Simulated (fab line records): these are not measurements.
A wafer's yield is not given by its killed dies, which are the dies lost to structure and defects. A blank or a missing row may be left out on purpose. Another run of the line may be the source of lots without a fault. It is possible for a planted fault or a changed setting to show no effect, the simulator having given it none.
Split-lot study ; flow n5 finfet ; 7 lots, 21 wafers read, on a route of 1938 steps

== ON THE SPLIT ==
At N5_BEOL_M5_COAT_74 (time 60 s, resist thk 5 nm), the setting spin rpm was moved away from the recipe's 1500 rpm on 8 of the 21 wafers read, by -9.8% to +6.2%. All remaining wafers had this setting at the recipe value.

== FROM THE SPLIT TO THE READING: what the file shows between them, 3 steps ==
- N5_BEOL_M5_COAT_22: resist thk 30 nm
- N5_BEOL_M5_EBR_24
- N5_BEOL_M5_DESCUM_33: chemistry O2, time 7 s

== THE READING ==
etch.depth nm (the simulator's own value, which no gauge read), in nm, at N5_BEOL_M5_ETCH_75 (etches underlayer in N2/H2, target depth 6.5 nm, time 5.2 s). There is no usual value for it anywhere in the file. Across the 13 wafers here that went through the recipe, the average is 4.994 nm and the standard deviation 0.017 nm.

wafer;tool, chamber at the split;spin rpm as run, rpm;against the recipe;etch.depth nm, nm;against lot-mates on the recipe
L077.2;litho track-05, 0;1500;recipe;4.989;-
L077.4;litho track-05, 0;1500;recipe;5.009;-
L077.6;litho track-05, 0;1500;recipe;4.997;-
L078.3;litho track-04, 0;1500;recipe;5;-
L078.5;litho track-04, 0;1500;recipe;5.009;-
L078.6;litho track-04, 0;1588;+5.9%;4.855;-0.149
L083.3;litho track-05, 0;1500;recipe;4.967;-
L083.4;litho track-05, 0;1500;recipe;4.967;-
L083.5;litho track-05, 0;1500;recipe;4.982;-
L085.2;litho track-05, 0;1373;-8.5%;5.226;+0.236
L085.3;litho track-05, 0;1373;-8.5%;5.195;+0.205
L085.5;litho track-05, 0;1500;recipe;4.99;-
L086.3;litho track-03, 0;1353;-9.8%;5.268;+0.271
L086.4;litho track-03, 0;1500;recipe;4.997;-
L086.6;litho track-03, 0;1353;-9.8%;5.275;+0.278
L089.3;litho track-03, 0;1449;-3.4%;5.093;+0.111
L089.5;litho track-03, 0;1500;recipe;4.982;-
L089.6;litho track-03, 0;1449;-3.4%;5.081;+0.099
L097.1;litho track-04, 0;1593;+6.2%;4.872;-0.146
L097.4;litho track-04, 0;1500;recipe;5.009;-
L097.5;litho track-04, 0;1500;recipe;5.028;-

THE FIT
A straight line over all 21 wafers: etch.depth nm changes by -0.0258 nm for each +1% of spin rpm; r = -0.99; the points scatter about the line by 0.019 nm.
The same after taking each lot's own level away (the mean of its wafers on the recipe; 21 wafers): -0.0267 nm for each +1%; r = -1.00; scatter 0.011 nm.
On that fit, the largest move of spin rpm shifts the reading by 0.26 nm.
Across the lots, their own levels run from 4.9720 to 5.0185 nm, a range of 2.8 times the standard deviation given above.
The two slopes are in agreement: the lot-to-lot level therefore moves the slope only a little.
Check: for one of the wafers moved furthest among these (-9.8%), held out of the fit, the line's prediction against its lot-mates is +0.263 nm. Against them it came out at +0.271 nm.

== FURTHER SPLITS ON THESE WAFERS ==
Before the reading, these wafers also passed through other splits. Each is held against what the fit with the lots' levels taken away leaves over:
other split on the same wafers;wafers away from the commonest value;r with etch.depth nm (lot level and that fit taken away)
N5_BEOL_M4_EXPOSE_25 dose mj;4;+0.04
N5_BEOL_M5_ILD_DEP_00 temp c;8;-0.04
N5_BEOL_M5_COAT_60 spin rpm;8;+0.03
N5_BEOL_M5_COAT_66 spin rpm;7;+0.09

== FILE'S OWN FIT ==
etch.depth nm changes by -0.0265 nm for each +1% of spin rpm, r = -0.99.
